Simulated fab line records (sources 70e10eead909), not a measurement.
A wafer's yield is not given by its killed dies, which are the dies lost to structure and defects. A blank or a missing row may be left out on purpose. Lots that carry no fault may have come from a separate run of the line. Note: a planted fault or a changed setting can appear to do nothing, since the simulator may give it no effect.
A sampling plan put to the test ; flow nandHarc ; 30 faults told of in these records, all on one fab line, each judged by the records of the lots it struck
The plan is the line's own looks: the steps of the route at which a gauge or an inspection reads the wafer and doesn't change it. A look is open to judgement when struck wafers have a number at it and the file gives its usual mean and standard deviation on fault-free wafers. Caught: 4 or more of those standard deviations (sigma) separate the usual mean from the mean of the struck wafers at a look after the fault's first step. On the tool: the identical test, applied to the tool's own readings at the steps of the fault. Another recipe on the struck wafers, or a record that is blank for them alone, also counts as caught.

== THE FAULTS, as the simulator had put them in ==
1. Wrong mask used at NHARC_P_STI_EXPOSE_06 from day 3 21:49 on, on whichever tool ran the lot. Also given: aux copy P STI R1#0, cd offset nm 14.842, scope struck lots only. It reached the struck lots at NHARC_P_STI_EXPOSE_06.
2. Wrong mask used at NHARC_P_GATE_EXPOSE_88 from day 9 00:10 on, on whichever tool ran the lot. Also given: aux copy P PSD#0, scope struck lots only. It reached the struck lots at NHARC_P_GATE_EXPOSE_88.
3. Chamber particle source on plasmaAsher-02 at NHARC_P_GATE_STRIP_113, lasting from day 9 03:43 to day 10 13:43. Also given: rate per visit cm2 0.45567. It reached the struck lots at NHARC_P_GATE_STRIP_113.
4. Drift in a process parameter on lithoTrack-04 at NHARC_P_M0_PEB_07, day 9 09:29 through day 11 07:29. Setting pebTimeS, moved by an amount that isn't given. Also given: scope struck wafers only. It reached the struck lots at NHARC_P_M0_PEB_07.
5. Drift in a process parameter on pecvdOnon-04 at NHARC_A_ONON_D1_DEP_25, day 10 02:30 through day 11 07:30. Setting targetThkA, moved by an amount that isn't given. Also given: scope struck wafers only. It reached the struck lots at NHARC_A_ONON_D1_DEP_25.
6. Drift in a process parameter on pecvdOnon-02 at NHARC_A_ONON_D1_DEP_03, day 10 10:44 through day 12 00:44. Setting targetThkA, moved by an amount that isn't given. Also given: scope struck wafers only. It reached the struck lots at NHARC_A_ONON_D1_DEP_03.
7. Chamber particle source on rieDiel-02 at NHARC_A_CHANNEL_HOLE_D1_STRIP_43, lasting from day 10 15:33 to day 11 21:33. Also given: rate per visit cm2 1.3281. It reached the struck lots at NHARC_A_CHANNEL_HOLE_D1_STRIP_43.
8. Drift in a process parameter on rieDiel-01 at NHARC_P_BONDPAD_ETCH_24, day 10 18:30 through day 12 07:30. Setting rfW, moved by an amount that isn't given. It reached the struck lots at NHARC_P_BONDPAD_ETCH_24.
9. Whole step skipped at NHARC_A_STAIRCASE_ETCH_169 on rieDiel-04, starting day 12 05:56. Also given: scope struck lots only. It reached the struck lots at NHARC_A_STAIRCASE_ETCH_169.
10. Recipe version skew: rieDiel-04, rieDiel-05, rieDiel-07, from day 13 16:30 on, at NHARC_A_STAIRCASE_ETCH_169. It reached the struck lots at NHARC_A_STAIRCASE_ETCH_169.
11. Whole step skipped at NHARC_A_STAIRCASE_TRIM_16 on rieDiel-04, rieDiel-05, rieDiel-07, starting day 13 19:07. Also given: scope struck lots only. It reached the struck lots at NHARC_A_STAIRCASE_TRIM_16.
12. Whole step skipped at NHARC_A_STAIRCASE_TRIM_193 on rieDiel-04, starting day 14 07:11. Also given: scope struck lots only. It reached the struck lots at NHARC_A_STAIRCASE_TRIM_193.
13. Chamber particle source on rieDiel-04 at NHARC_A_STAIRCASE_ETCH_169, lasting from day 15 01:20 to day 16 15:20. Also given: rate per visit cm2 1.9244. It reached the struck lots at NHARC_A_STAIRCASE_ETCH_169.
14. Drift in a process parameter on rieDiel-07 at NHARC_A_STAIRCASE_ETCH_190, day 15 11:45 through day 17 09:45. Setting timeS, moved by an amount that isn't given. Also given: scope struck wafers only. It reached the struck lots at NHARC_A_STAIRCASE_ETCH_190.
15. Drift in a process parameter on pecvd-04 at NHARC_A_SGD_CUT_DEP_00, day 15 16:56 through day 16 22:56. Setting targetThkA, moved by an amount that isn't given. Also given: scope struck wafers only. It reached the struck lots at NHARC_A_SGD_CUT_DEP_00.
16. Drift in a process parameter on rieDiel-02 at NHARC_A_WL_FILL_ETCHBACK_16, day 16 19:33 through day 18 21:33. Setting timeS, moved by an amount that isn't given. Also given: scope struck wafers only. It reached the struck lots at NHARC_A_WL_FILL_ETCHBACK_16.
17. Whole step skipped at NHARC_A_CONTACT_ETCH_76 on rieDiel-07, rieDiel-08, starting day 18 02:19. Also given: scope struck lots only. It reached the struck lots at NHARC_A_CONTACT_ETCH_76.
18. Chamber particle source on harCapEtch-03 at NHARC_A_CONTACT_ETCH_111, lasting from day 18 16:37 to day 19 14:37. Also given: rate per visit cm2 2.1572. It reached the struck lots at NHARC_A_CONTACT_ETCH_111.
19. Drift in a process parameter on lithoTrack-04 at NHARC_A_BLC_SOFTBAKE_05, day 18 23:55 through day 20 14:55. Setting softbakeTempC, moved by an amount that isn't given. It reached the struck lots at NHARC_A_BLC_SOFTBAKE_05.
20. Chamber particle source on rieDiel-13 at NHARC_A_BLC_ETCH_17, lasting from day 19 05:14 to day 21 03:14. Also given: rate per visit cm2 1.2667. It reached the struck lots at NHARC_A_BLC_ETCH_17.
21. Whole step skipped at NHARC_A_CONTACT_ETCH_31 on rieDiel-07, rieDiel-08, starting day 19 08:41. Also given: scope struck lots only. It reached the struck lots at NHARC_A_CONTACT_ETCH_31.
22. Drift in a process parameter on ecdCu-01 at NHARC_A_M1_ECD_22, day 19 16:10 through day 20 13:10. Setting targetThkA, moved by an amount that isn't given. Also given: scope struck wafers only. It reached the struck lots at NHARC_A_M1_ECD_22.
23. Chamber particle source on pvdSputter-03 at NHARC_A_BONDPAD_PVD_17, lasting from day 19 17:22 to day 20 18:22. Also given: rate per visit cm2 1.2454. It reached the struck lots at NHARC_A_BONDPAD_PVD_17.
24. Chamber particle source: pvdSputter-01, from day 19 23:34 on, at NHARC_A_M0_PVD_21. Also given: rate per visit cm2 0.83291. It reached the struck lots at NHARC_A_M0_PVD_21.
25. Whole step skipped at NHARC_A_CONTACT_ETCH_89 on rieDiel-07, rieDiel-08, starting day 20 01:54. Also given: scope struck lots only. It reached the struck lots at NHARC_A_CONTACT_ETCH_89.
26. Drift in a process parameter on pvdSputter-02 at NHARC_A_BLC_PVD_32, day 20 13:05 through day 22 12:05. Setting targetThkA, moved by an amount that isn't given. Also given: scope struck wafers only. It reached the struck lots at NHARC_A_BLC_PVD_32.
27. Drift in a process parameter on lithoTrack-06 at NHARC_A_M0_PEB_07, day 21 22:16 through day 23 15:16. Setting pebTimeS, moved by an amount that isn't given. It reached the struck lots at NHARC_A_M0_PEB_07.
28. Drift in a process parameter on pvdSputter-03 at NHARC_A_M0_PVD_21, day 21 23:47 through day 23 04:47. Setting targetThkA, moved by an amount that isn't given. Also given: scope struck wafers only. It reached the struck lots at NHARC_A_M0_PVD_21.
29. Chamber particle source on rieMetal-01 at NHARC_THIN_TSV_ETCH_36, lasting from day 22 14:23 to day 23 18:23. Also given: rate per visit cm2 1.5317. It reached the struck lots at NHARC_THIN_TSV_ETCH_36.
30. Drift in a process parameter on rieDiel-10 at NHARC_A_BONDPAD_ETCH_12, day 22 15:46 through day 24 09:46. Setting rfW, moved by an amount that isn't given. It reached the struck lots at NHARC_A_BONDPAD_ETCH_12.

== WHAT THE PLAN SAW ==
fault;on the tool itself;first look that catches it;reading, sigma;median hours from its first step to that look;hours from the fault's start to the first struck lot there;judged looks passed uncaught
1;under 2 sigma;NHARC_P_STI_CD_MEAS_09;cdNm +6.6;0.2;5;0
2;no reading that can be judged;NHARC_END_SORT_01;killedAtPeriphery +99 or beyond;321.8;321;0
3;under 2 sigma;NHARC_P_GATE_INSPECT_68;rawDefectCount +4.3;2.6;6;0
4;heaterPowerTotalW +26 sigma;NHARC_P_M0_CD_MEAS_09;cdNm -9.4;0.1;7;0
5;under 2 sigma;NHARC_A_ONON_D1_THK_MEAS_27;thkNm -50;0.5;6;0
6;no reading that can be judged;NHARC_A_ONON_D1_THK_MEAS_05;thkNm +55;0.5;22;0
7;no reading that can be judged;NHARC_A_CHANNEL_HOLE_D1_INSPECT_40;rawDefectCount +47;1.0;5;0
8;rfFwdPowerW -99 or beyond sigma;NHARC_END_SORT_01;killedAtPeriphery +99 or beyond;311.7;315;0
9;the tool's record is blank for the struck wafers;NHARC_END_SORT_01;killedDies +58;203.1;203;0
10;runLengthS -92 sigma;NHARC_END_SORT_01;killedDies +58;196.3;200;0
11;the tool's record is blank for the struck wafers;NHARC_END_SORT_01;killedDies +58;192.4;197;0
12;the tool's record is blank for the struck wafers;NHARC_END_SORT_01;killedDies +58;199.4;189;0
13;under 2 sigma;NHARC_END_SORT_01;killedDies +7.4;212.9;214;1
14;runLengthS +27 sigma;NHARC_END_SORT_01;killedDies +26;201.6;211;0
15;under 2 sigma;NHARC_END_SORT_01;killedDies +57;128.2;136;0
16;runLengthS -29 sigma;NHARC_END_SORT_01;killedDies +58;86.2;94;0
17;the tool's record is blank for the struck wafers;NHARC_END_SORT_01;killedDies +58;61.5;63;0
18;no reading that can be judged;NHARC_END_SORT_01;killedDies +6.1;65.9;65;0
19;heaterPowerTotalW -99 or beyond sigma;none of the 4 looks that can be judged after it;-;-;-;4
20;under 2 sigma;NHARC_END_SORT_01;killedDies +7.4;45.0;52;1
21;the tool's record is blank for the struck wafers;NHARC_END_SORT_01;killedDies +58;54.5;59;1
22;under 2 sigma;none of the 2 looks that can be judged after it;-;-;-;2
23;under 2 sigma;NHARC_END_SORT_01;sort_bin_3_pct +13;35.1;39;3
24;under 2 sigma;NHARC_END_SORT_01;sort_bin_3_pct +16;40.8;49;2
25;the tool's record is blank for the struck wafers;NHARC_END_SORT_01;killedDies +58;61.8;56;0
26;under 2 sigma;NHARC_END_SORT_01;killedDies +58;53.1;66;0
27;no reading that can be judged;NHARC_A_M0_CD_MEAS_09;cdNm +16;0.1;5;0
28;under 2 sigma;NHARC_END_SORT_01;sort_bin_2_pct +99 or beyond;43.7;49;0
29;under 2 sigma;NHARC_THIN_TSV_INSPECT_40;rawDefectCount +13;6.9;22;1
30;rfFwdPowerW +99 or beyond sigma;none of the 2 looks that can be judged after it;strongest: defectLimitedYield at NHARC_END_SORT_01, -2.1;-;-;2
Dash: fault not caught, or number not given in these records.

Caught at a look: 27 of 30. Caught on the tool: 13 of 30. By one or the other: 29 of 30.
Caught on the tool alone: faults 19, 30.
Caught at a look alone: faults 1, 2, 3, 5, 6, 7, 13, 15, 18, 20, 23, 24, 26, 27, 28, 29.
Caught by neither: fault 22.

== THINNER SAMPLING ==
Were the look that catches a fault to measure just every second or every third lot (counted by lot number), the first struck lot would, at worst, be measured this late:
fault;struck lots at that look, in order of time;every lot;every second lot;every third lot
1;L669;5 h;may miss it;may miss it
2;L982;321 h;may miss it;may miss it
3;L365, L366;6 h;20 h;may miss all 2
4;L456, L461;7 h;25 h;may miss all 2
5;L842, L843;6 h;16 h;may miss all 2
6;L931;22 h;may miss it;may miss it
7;L423, L424;5 h;17 h;may miss all 2
8;L786, L785, L787;315 h;317 h;324 h
9;L769, L770, L768;203 h;208 h;219 h
10;L809, L810, L811, L812;200 h;203 h;209 h
11;L650, L651, L652;197 h;201 h;207 h
12;L426, L428;189 h;may miss all 2;may miss all 2
13;L625, L627, L629;214 h;may miss all 3;251 h
14;L814, L815;211 h;213 h;may miss all 2
15;L578, L583;136 h;136 h;may miss all 2
16;L593, L594;94 h;98 h;may miss all 2
17;L432, L433, L436;63 h;68 h;may miss all 3
18;L500, L504;65 h;may miss all 2;may miss all 2
20;L729, L736;52 h;70 h;may miss all 2
21;L470, L472;59 h;may miss all 2;may miss all 2
23;L539, L540;39 h;56 h;may miss all 2
24;L153;49 h;may miss it;may miss it
25;L719, L720;56 h;77 h;may miss all 2
26;L160, L166;66 h;may miss all 2;may miss all 2
27;L850, L855;5 h;30 h;may miss all 2
28;L397, L399;49 h;may miss all 2;may miss all 2
29;L107, L109;22 h;may miss all 2;may miss all 2
Hours are from the fault's start to the first struck lot that is measured. Since the struck wafers were tested as one group against 4 sigma, a single lot by itself may lie under the limit. Other struck lots may not be in these records.

== THE LONGEST TIMED WAY FROM STEP TO LOOK ==
Fault 2: a median of 321.8 hours passes between NHARC_P_GATE_EXPOSE_88 and NHARC_END_SORT_01. No look between them can be judged.
